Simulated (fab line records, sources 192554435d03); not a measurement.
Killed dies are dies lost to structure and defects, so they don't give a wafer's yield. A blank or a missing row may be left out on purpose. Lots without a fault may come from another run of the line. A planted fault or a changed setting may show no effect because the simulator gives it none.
Chamber matching | flow n5_finfet | N5_BEOL_M10_STRIP_67 on rie_diel-01: 4 sister chambers
The step strips in CF4. 4 wafers are shown with their chamber, then 9 later ones without.

WAFERS WITH THEIR CHAMBER
wafer  | chamber | throttle_valve_pct (%)
L085.4 | 0       | 14.12
L089.2 | 1       | 13.81
L089.3 | 3       | 13.33
L089.6 | 2       | 13.48

WAFERS WITHOUT THEIR CHAMBER
wafer  | throttle_valve_pct (%)
L092.1 | 13.48
L092.3 | 13.34
L092.6 | 13.34
L095.1 | 13.60
L095.4 | 13.58
L095.5 | 13.85
L097.2 | 13.53
L097.3 | 13.58
L097.6 | 13.59

WHICH CHAMBER EACH WENT THROUGH
wafer  | from the rows above          | in truth
L092.1 | can't be placed: 2 or 3      | 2
L092.3 | can't be placed: 3 or 2      | 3
L092.6 | can't be placed: 3 or 2      | 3
L095.1 | can't be placed: 2 or 1 or 3 | 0
L095.4 | can't be placed: 2 or 1 or 3 | 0
L095.5 | 1                            | 1
L097.2 | can't be placed: 2 or 3      | 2
L097.3 | can't be placed: 2 or 1 or 3 | 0
L097.6 | can't be placed: 2 or 1 or 3 | 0
Placed correctly: 1 of 9. Can't be placed from these rows: 8 (the true chamber is among the candidates in 4). Placed wrongly: 0.
How it was worked out, from the rows above alone: a wafer's distance from a chamber is the root of the sum, over the readings, of the square of ((its reading less the chamber's mean) divided by the reading's scatter). The wafer belongs to the nearest chamber; if the next one is less than 2 further off, it can't be placed. A chamber's mean is the mean of its shown wafers. The scatter: with one shown wafer a chamber, the root of the mean of the squares of how far each hidden wafer lies from its nearest shown one.
